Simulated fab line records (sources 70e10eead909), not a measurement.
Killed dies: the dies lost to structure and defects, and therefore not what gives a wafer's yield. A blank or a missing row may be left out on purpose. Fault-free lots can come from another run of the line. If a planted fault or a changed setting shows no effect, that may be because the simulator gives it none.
Chamber matching / flow nand-harc / NHARC_A_M1_PRE_CLEAN_32 on pecvd-02: 3 sister chambers
The step time 12 s. 6 wafers are shown with their chamber, then 12 later ones without.

## EACH WAFER AND ITS CHAMBER
wafer=L086.3; chamber=2; heater-power-w (W)=581
wafer=L086.4; chamber=2; heater-power-w (W)=571
wafer=L086.6; chamber=1; heater-power-w (W)=568
wafer=L087.3; chamber=0; heater-power-w (W)=635
wafer=L087.4; chamber=1; heater-power-w (W)=578
wafer=L087.6; chamber=0; heater-power-w (W)=629

## WAFERS WHOSE CHAMBER IS MISSING
wafer=L092.2; heater-power-w (W)=621
wafer=L092.4; heater-power-w (W)=621
wafer=L092.5; heater-power-w (W)=590
wafer=L093.1; heater-power-w (W)=575
wafer=L093.2; heater-power-w (W)=518
wafer=L093.5; heater-power-w (W)=610
wafer=L095.4; heater-power-w (W)=547
wafer=L095.5; heater-power-w (W)=717
wafer=L095.6; heater-power-w (W)=566
wafer=L097.1; heater-power-w (W)=587
wafer=L097.3; heater-power-w (W)=564
wafer=L097.5; heater-power-w (W)=590

## WHICH CHAMBER EACH WENT THROUGH
wafer=L092.2; from the rows above=0; in truth=0
wafer=L092.4; from the rows above=0; in truth=0
wafer=L092.5; from the rows above=can't be placed: 2 or 1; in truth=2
wafer=L093.1; from the rows above=can't be placed: 2 or 1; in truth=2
wafer=L093.2; from the rows above=can't be placed: 1 or 2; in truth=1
wafer=L093.5; from the rows above=can't be placed: 0 or 2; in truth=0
wafer=L095.4; from the rows above=can't be placed: 1 or 2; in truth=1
wafer=L095.5; from the rows above=0; in truth=0
wafer=L095.6; from the rows above=can't be placed: 1 or 2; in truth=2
wafer=L097.1; from the rows above=can't be placed: 2 or 1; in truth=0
wafer=L097.3; from the rows above=can't be placed: 1 or 2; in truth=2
wafer=L097.5; from the rows above=can't be placed: 2 or 1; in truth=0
Correctly placed: 3 of 12. Not placeable from these rows: 9 (in 7, the candidates include the true chamber). Wrongly placed: 0.
How it was worked out, from the rows above alone: a wafer's distance from a chamber is the root of the sum, over the readings, of the square of ((its reading less the chamber's mean) divided by the reading's scatter). The wafer belongs to the nearest chamber; if the next one is less than 2 further off, it can't be placed. A chamber's mean is the mean of its shown wafers. How the scatter is found: for the shown wafers, subtract from each reading the mean of its chamber, square and add these, divide the total by (wafers less chambers), then take the root.
